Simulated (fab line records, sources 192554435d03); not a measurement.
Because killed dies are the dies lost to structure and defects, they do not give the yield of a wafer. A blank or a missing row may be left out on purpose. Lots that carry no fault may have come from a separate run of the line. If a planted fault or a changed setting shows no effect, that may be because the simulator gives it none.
Which tool did it? | flow n5 finfet | 24 lots, 72 wafers sampled, at 5 steps of a route of 1938

== WHAT THE GAUGES READ, wafer by wafer ==
N5_HKMG_FIN_INSPECT_61: inspects for defects (macro). Usual: raw defect count 2.1, standard deviation 1.4.
lot  | measured    | on                | raw defect count | flag
L074 | day 4 04:49 | defect inspect-01 | 5 2 1            |
L075 | day 4 09:43 | defect inspect-01 | 3 4 2            |
L076 | day 4 12:45 | defect inspect-02 | 4 2 4            |
L077 | day 4 17:32 | defect inspect-01 | 3 3 1            |
L078 | day 5 00:00 | defect inspect-01 | 4 1 1            |
L079 | day 5 05:56 | defect inspect-01 | 2 2 4            |
L080 | day 5 11:23 | defect inspect-01 | 4 1 1            |
L081 | day 5 16:22 | defect inspect-01 | 0 1 1            |
L082 | day 5 23:17 | defect inspect-02 | 3 5 1            |
L083 | day 6 05:40 | defect inspect-01 | 3 0 2            |
L084 | day 6 16:40 | defect inspect-02 | 0 5 1            |
L085 | day 6 19:49 | defect inspect-01 | 3 3 4            |
L086 | day 6 23:10 | defect inspect-01 | 4 6 1            |
L087 | day 7 05:08 | defect inspect-02 | 3 4 5            |
L088 | day 7 12:39 | defect inspect-01 | 2 3 2            |
L089 | day 7 19:20 | defect inspect-01 | 0 3 2            |
L090 | day 7 22:40 | defect inspect-01 | 5 2 3            |
L091 | day 8 08:17 | defect inspect-01 | 2 2 1            |
L092 | day 8 15:53 | defect inspect-02 | 0 1 1            |
L093 | day 8 18:44 | defect inspect-02 | 0 1 2            |
L094 | day 9 04:41 | defect inspect-02 | 1 2 3            |
L095 | day 9 06:29 | defect inspect-01 | 3 0 0            |
L096 | day 9 13:01 | defect inspect-01 | 4 2 0            |
L097 | day 9 15:25 | defect inspect-02 | 2 2 0            |

== TOOL THAT RAN EACH LOT (tool first, then ch and the chambers of the sampled wafers, then the start) ==
lot  | N5_ILD0_CMP_07               | N5_ILD0_CMP_12               | N5_SDB_STRIP_21                   | N5_SDB_HM_OPEN_20
L074 | cmp-01 ch 0,1,2, day 3 18:47 | cmp-03 ch 0,2, day 3 21:58   | rie diel-03 ch 0,1,3, day 3 22:57 | rie diel-03 ch 0,1,3, day 3 22:58
L075 | cmp-01 ch 0,1,2, day 3 23:13 | cmp-02 ch 0,1,2, day 4 02:26 | rie diel-02 ch 0,2,3, day 4 04:18 | rie diel-02 ch 0,2,3, day 4 04:19
L076 | cmp-03 ch 0,2,3, day 4 01:32 | cmp-02 ch 0,2,3, day 4 05:07 | rie diel-01 ch 0,2, day 4 06:48   | rie diel-01 ch 0,2, day 4 06:49
L077 | cmp-02 ch 1,2,3, day 4 08:05 | cmp-02 ch 1,2,3, day 4 11:18 | rie diel-02 ch 1,2,3, day 4 12:17 | rie diel-02 ch 1,2,3, day 4 12:18
L078 | cmp-03 ch 2,3, day 4 13:23   | cmp-02 ch 0,1, day 4 17:05   | rie diel-02 ch 0,1,2, day 4 18:37 | rie diel-02 ch 0,1,2, day 4 18:38
L079 | cmp-01 ch 0,1,2, day 4 20:16 | cmp-01 ch 0,2,3, day 4 23:37 | rie diel-02 ch 0,1,3, day 5 00:48 | rie diel-02 ch 0,1,3, day 5 00:49
L080 | cmp-02 ch 0,2,3, day 5 01:37 | cmp-02 ch 2,3, day 5 04:47   | rie diel-01 ch 0,1,2, day 5 05:55 | rie diel-01 ch 0,1,2, day 5 05:56
L081 | cmp-02 ch 0,2,3, day 5 06:50 | cmp-02 ch 0,3, day 5 10:01   | rie diel-01 ch 1,2,3, day 5 11:07 | rie diel-01 ch 1,2,3, day 5 11:08
L082 | cmp-02 ch 0,3, day 5 13:00   | cmp-03 ch 0,3, day 5 16:32   | rie diel-01 ch 0,1,2, day 5 17:40 | rie diel-01 ch 0,1,2, day 5 17:41
L083 | cmp-03 ch 1,2, day 5 19:59   | cmp-03 ch 0,3, day 5 23:14   | rie diel-03 ch 0,1,3, day 6 00:18 | rie diel-03 ch 0,1,3, day 6 00:19
L084 | cmp-01 ch 0,1,3, day 6 07:29 | cmp-03 ch 0,1, day 6 10:37   | rie diel-02 ch 0,1, day 6 11:34   | rie diel-02 ch 0,1, day 6 11:35
L085 | cmp-02 ch 0,1,2, day 6 09:38 | cmp-03 ch 0,1,3, day 6 12:49 | rie diel-03 ch 0,1,2, day 6 13:55 | rie diel-03 ch 0,1,2, day 6 13:56
L086 | cmp-01 ch 1,2, day 6 13:22   | cmp-02 ch 0,1,2, day 6 16:41 | rie diel-01 ch 0,1, day 6 17:47   | rie diel-01 ch 0,1, day 6 17:49
L087 | cmp-01 ch 0,2,3, day 6 19:05 | cmp-01 ch 1,2,3, day 6 22:15 | rie diel-03 ch 0,2, day 6 23:19   | rie diel-03 ch 0,2, day 6 23:20
L088 | cmp-01 ch 0,1,2, day 7 03:13 | cmp-01 ch 0,1,3, day 7 06:26 | rie diel-02 ch 0,2,3, day 7 07:25 | rie diel-02 ch 0,2,3, day 7 07:26
L089 | cmp-03 ch 0,3, day 7 09:07   | cmp-01 ch 0,1, day 7 12:55   | rie diel-02 ch 0,1,3, day 7 14:01 | rie diel-02 ch 0,1,3, day 7 14:02
L090 | cmp-03 ch 1,2, day 7 13:01   | cmp-01 ch 2,3, day 7 16:11   | rie diel-03 ch 1,2,3, day 7 17:20 | rie diel-03 ch 1,2,3, day 7 17:22
L091 | cmp-02 ch 0,3, day 7 22:23   | cmp-02 ch 0,2,3, day 8 01:47 | rie diel-02 ch 2,3, day 8 02:53   | rie diel-02 ch 2,3, day 8 02:55
L092 | cmp-02 ch 0,1,2, day 8 06:13 | cmp-03 ch 0,1,2, day 8 09:34 | rie diel-01 ch 0,2,3, day 8 10:26 | rie diel-01 ch 0,2,3, day 8 10:29
L093 | cmp-03 ch 0,2,3, day 8 07:57 | cmp-02 ch 0,1,2, day 8 11:40 | rie diel-02 ch 0,2,3, day 8 13:04 | rie diel-02 ch 0,2,3, day 8 13:05
L094 | cmp-01 ch 0,1,2, day 8 18:49 | cmp-01 ch 0,1,3, day 8 22:07 | rie diel-02 ch 1,2, day 8 23:08   | rie diel-02 ch 1,2, day 8 23:10
L095 | cmp-02 ch 0,2,3, day 8 20:18 | cmp-03 ch 1,2,3, day 9 00:13 | rie diel-03 ch 1,3, day 9 01:11   | rie diel-03 ch 1,3, day 9 01:13
L096 | cmp-03 ch 1,2, day 9 02:48   | cmp-01 ch 0,1,3, day 9 06:08 | rie diel-03 ch 2,3, day 9 07:28   | rie diel-03 ch 2,3, day 9 07:29
L097 | cmp-01 ch 0,1,2, day 9 05:30 | cmp-01 ch 0,3, day 9 08:43   | rie diel-02 ch 2,3, day 9 09:47   | rie diel-02 ch 2,3, day 9 09:48
- N5_ILD0_CMP_07: polishes SiO2 flowable, stops on poly-Si, t overpolish 1.18 s, target thk 138.88 nm.
- N5_ILD0_CMP_12: polishes SiNx, stops on poly-Si, t overpolish 6 s, target thk 17.67 nm.
- N5_SDB_STRIP_21: strips in CF4.
- N5_SDB_HM_OPEN_20: chemistry CH3F/O2, target SiNx, stops on poly-Si, target depth 24 nm.

== WHAT THE TOOLS THEMSELVES READ (means of the sampled wafers that have a number; where no wafer has one, the mark that the record gives instead) ==
N5_ILD0_CMP_07. Usual: edge zone pressure frac 1.000, standard deviation 0.0051; motor current A 12.8 A, standard deviation 1.1.
lot  | tool   | edge zone pressure frac | motor current A (A) | flag
L074 | cmp-01 | 0.999                   | 13.4                |
L075 | cmp-01 | 0.998                   | 12.8                |
L076 | cmp-03 | 1.002                   | 12.1                |
L077 | cmp-02 | 1.001                   | 12.7                |
L078 | cmp-03 | 1.002                   | 10.9                |
L079 | cmp-01 | 1.002                   | 13.2                |
L080 | cmp-02 | 1.003                   | 13.7                |
L081 | cmp-02 | 1.001                   | 13.6                |
L082 | cmp-02 | 1.006                   | 13.0                |
L083 | cmp-03 | 0.994                   | 11.6                |
L084 | cmp-01 | 0.999                   | 13.0                |
L085 | cmp-02 | 0.999                   | 13.5                |
L086 | cmp-01 | 1.000                   | 13.0                |
L087 | cmp-01 | 1.000                   | 13.3                |
L088 | cmp-01 | 0.999                   | 13.4                |
L089 | cmp-03 | 1.001                   | 12.0                |
L090 | cmp-03 | 0.996                   | 10.8                |
L091 | cmp-02 | 1.001                   | 13.6                |
L092 | cmp-02 | 1.004                   | 13.6                |
L093 | cmp-03 | 0.996                   | 12.0                |
L094 | cmp-01 | 0.998                   | 12.9                |
L095 | cmp-02 | 1.002                   | 13.6                |
L096 | cmp-03 | 1.002                   | 11.4                |
L097 | cmp-01 | 0.997                   | 13.4                |

N5_ILD0_CMP_12. Usual: edge zone pressure frac 1.000, standard deviation 0.005; motor current A 9.4 A, standard deviation 0.82; overpolish run s 6.000 s, standard deviation 0.0084; time to endpoint s 28.8 s, standard deviation 2.3.
lot  | tool   | edge zone pressure frac | motor current A (A) | overpolish run s (s) | time to endpoint s (s) | flag
L074 | cmp-03 | 1.004                   | 9.6                 | 6.005                | 26.9                   |
L075 | cmp-02 | 0.997                   | 10.2                | 5.995                | 31.7                   |
L076 | cmp-02 | 0.998                   | 9.9                 | 5.999                | 31.2                   |
L077 | cmp-02 | 0.997                   | 9.5                 | 5.989                | 33.1                   |
L078 | cmp-02 | 0.998                   | 10.0                | 6.005                | 27.5                   |
L079 | cmp-01 | 0.995                   | 9.2                 | 6.001                | 28.2                   |
L080 | cmp-02 | 1.002                   | 9.7                 | 6.001                | 28.1                   |
L081 | cmp-02 | 0.997                   | 9.4                 | 6.010                | 30.7                   |
L082 | cmp-03 | 1.001                   | 9.6                 | 5.998                | 26.4                   |
L083 | cmp-03 | 1.000                   | 9.7                 | 6.003                | 30.3                   |
L084 | cmp-03 | 1.000                   | 9.1                 | 5.994                | 29.6                   |
L085 | cmp-03 | 0.997                   | 9.0                 | 6.001                | 26.5                   |
L086 | cmp-02 | 0.998                   | 10.0                | 6.004                | 25.5                   |
L087 | cmp-01 | 1.004                   | 9.2                 | 5.997                | 28.8                   |
L088 | cmp-01 | 1.005                   | 9.4                 | 5.994                | 27.7                   |
L089 | cmp-01 | 1.000                   | 9.6                 | 5.999                | 26.8                   |
L090 | cmp-01 | 0.997                   | 9.5                 | 5.999                | 27.3                   |
L091 | cmp-02 | 1.003                   | 9.9                 | 6.004                | 28.3                   |
L092 | cmp-03 | 0.994                   | 9.0                 | 5.997                | 27.4                   |
L093 | cmp-02 | 1.002                   | 10.2                | 6.004                | 27.7                   |
L094 | cmp-01 | 0.997                   | 9.6                 | 5.997                | 30.9                   |
L095 | cmp-03 | 0.997                   | 8.0                 | 5.998                | 28.6                   |
L096 | cmp-01 | 1.000                   | 9.6                 | 6.006                | 31.7                   |
L097 | cmp-01 | 0.997                   | 9.4                 | 6.004                | 30.5                   |

N5_SDB_STRIP_21. Usual: drypump motor current A 5.8 A, standard deviation 0.47; oes product au 0.77 a.u., standard deviation 0.087; rf vpp V 271.2 V, standard deviation 1.6; showerhead plenum p Torr 1.79 Torr, standard deviation 0.053; throttle valve pct 13.50 %, standard deviation 0.26.
lot  | tool        | drypump motor current A (A) | oes product au (a.u.) | rf vpp V (V) | showerhead plenum p Torr (Torr) | throttle valve pct (%) | flag
L074 | rie diel-03 | 6.1                         | 0.71                  | 271.7        | 1.80                            | 13.64                  |
L075 | rie diel-02 | 5.6                         | 0.78                  | 271.9        | 1.82                            | 13.57                  |
L076 | rie diel-01 | 5.8                         | 0.76                  | 270.6        | 1.81                            | 13.32                  |
L077 | rie diel-02 | 5.4                         | 0.74                  | 271.0        | 1.79                            | 13.72                  |
L078 | rie diel-02 | 5.3                         | 0.73                  | 270.4        | 1.79                            | 13.61                  |
L079 | rie diel-02 | 5.4                         | 0.78                  | 270.1        | 1.78                            | 13.38                  |
L080 | rie diel-01 | 5.9                         | 0.80                  | 270.3        | 1.79                            | 13.33                  |
L081 | rie diel-01 | 5.9                         | 0.86                  | 272.5        | 1.82                            | 13.22                  |
L082 | rie diel-01 | 5.9                         | 0.79                  | 271.4        | 1.79                            | 13.33                  |
L083 | rie diel-03 | 6.1                         | 0.71                  | 271.0        | 1.80                            | 13.66                  |
L084 | rie diel-02 | 5.2                         | 0.76                  | 271.5        | 1.77                            | 13.29                  |
L085 | rie diel-03 | 6.2                         | 0.71                  | 270.4        | 1.78                            | 13.55                  |
L086 | rie diel-01 | 6.0                         | 0.83                  | 271.0        | 1.78                            | 13.36                  |
L087 | rie diel-03 | 6.3                         | 0.70                  | 269.9        | 1.75                            | 13.56                  |
L088 | rie diel-02 | 5.7                         | 0.85                  | 272.4        | 1.82                            | 13.44                  |
L089 | rie diel-02 | 5.4                         | 0.76                  | 271.3        | 1.77                            | 13.43                  |
L090 | rie diel-03 | 6.2                         | 0.71                  | 270.3        | 1.78                            | 13.69                  |
L091 | rie diel-02 | 5.7                         | 0.88                  | 271.3        | 1.83                            | 13.61                  |
L092 | rie diel-01 | 6.0                         | 0.85                  | 272.0        | 1.83                            | 13.18                  |
L093 | rie diel-02 | 5.7                         | 0.84                  | 271.9        | 1.82                            | 13.45                  |
L094 | rie diel-02 | 5.3                         | 0.84                  | 270.9        | 1.80                            | 13.65                  |
L095 | rie diel-03 | 6.1                         | 0.70                  | 271.9        | 1.80                            | 13.83                  |
L096 | rie diel-03 | 6.3                         | 0.69                  | 270.4        | 1.75                            | 13.82                  |
L097 | rie diel-02 | 5.7                         | 0.87                  | 272.1        | 1.82                            | 13.63                  |

N5_SDB_HM_OPEN_20. Usual: O2_flow_sccm 19.99 sccm, standard deviation 0.06; drypump motor current A 5.8 A, standard deviation 0.47; oes product au 0.64 a.u., standard deviation 0.072; rf vpp V 296.2 V, standard deviation 3; showerhead plenum p Torr 2.00 Torr, standard deviation 0.064; throttle valve pct 16.26 %, standard deviation 0.25.
lot  | tool        | O2_flow_sccm (sccm) | drypump motor current A (A) | oes product au (a.u.) | rf vpp V (V) | showerhead plenum p Torr (Torr) | throttle valve pct (%) | flag
L074 | rie diel-03 | 20.02               | 6.1                         | 0.60                  | 296.5        | 2.01                            | 16.37                  |
L075 | rie diel-02 | 20.00               | 5.6                         | 0.63                  | 297.2        | 2.04                            | 16.34                  |
L076 | rie diel-01 | 20.02               | 5.8                         | 0.63                  | 292.1        | 2.03                            | 16.07                  |
L077 | rie diel-02 | 19.95               | 5.4                         | 0.61                  | 296.8        | 2.00                            | 16.47                  |
L078 | rie diel-02 | 19.99               | 5.3                         | 0.61                  | 295.5        | 2.00                            | 16.34                  |
L079 | rie diel-02 | 20.00               | 5.4                         | 0.65                  | 297.9        | 1.99                            | 16.14                  |
L080 | rie diel-01 | 20.03               | 5.9                         | 0.67                  | 292.5        | 2.01                            | 16.09                  |
L081 | rie diel-01 | 19.97               | 5.9                         | 0.72                  | 295.8        | 2.03                            | 16.01                  |
L082 | rie diel-01 | 19.96               | 5.9                         | 0.66                  | 292.3        | 2.00                            | 16.09                  |
L083 | rie diel-03 | 20.00               | 6.1                         | 0.59                  | 296.6        | 2.01                            | 16.37                  |
L084 | rie diel-02 | 19.94               | 5.3                         | 0.63                  | 295.6        | 1.98                            | 16.04                  |
L085 | rie diel-03 | 20.04               | 6.2                         | 0.59                  | 298.6        | 1.98                            | 16.25                  |
L086 | rie diel-01 | 19.90               | 6.0                         | 0.69                  | 293.6        | 1.99                            | 16.12                  |
L087 | rie diel-03 | 20.00               | 6.3                         | 0.59                  | 300.0        | 1.94                            | 16.25                  |
L088 | rie diel-02 | 19.99               | 5.7                         | 0.68                  | 296.0        | 2.03                            | 16.22                  |
L089 | rie diel-02 | 19.94               | 5.4                         | 0.63                  | 297.2        | 1.98                            | 16.19                  |
L090 | rie diel-03 | 20.05               | 6.2                         | 0.59                  | 296.9        | 1.98                            | 16.42                  |
L091 | rie diel-02 | 19.97               | 5.7                         | 0.75                  | 296.0        | 2.04                            | 16.43                  |
L092 | rie diel-01 | 19.94               | 6.0                         | 0.70                  | 293.8        | 2.05                            | 15.97                  |
L093 | rie diel-02 | 19.97               | 5.6                         | 0.69                  | 296.9        | 2.03                            | 16.27                  |
L094 | rie diel-02 | 20.03               | 5.4                         | 0.70                  | 294.9        | 1.99                            | 16.41                  |
L095 | rie diel-03 | 20.02               | 6.1                         | 0.58                  | 295.7        | 2.01                            | 16.59                  |
L096 | rie diel-03 | 19.98               | 6.3                         | 0.58                  | 296.4        | 1.95                            | 16.59                  |
L097 | rie diel-02 | 20.06               | 5.7                         | 0.71                  | 294.3        | 2.03                            | 16.44                  |

== THE ANSWER, worked out from the rows above alone ==
Rule: lot off if the mean of its wafers having a number is beyond 3 standard deviations from the usual mean. A lot without any number at a reading at which 4 lots or more have one is off too. All remaining lots with rows at the step are treated as sound. The gauges are gone through in route order, then the tools' own readings, and for those a lot's mean is taken as printed above. At the first step where some lot is off, the reading lying furthest off is the one used; lots without a number count as furthest.
No lot is off on any of the readings shown, so nothing can be concluded from this.

== WHAT THE SIMULATOR HAD INSERTED ==
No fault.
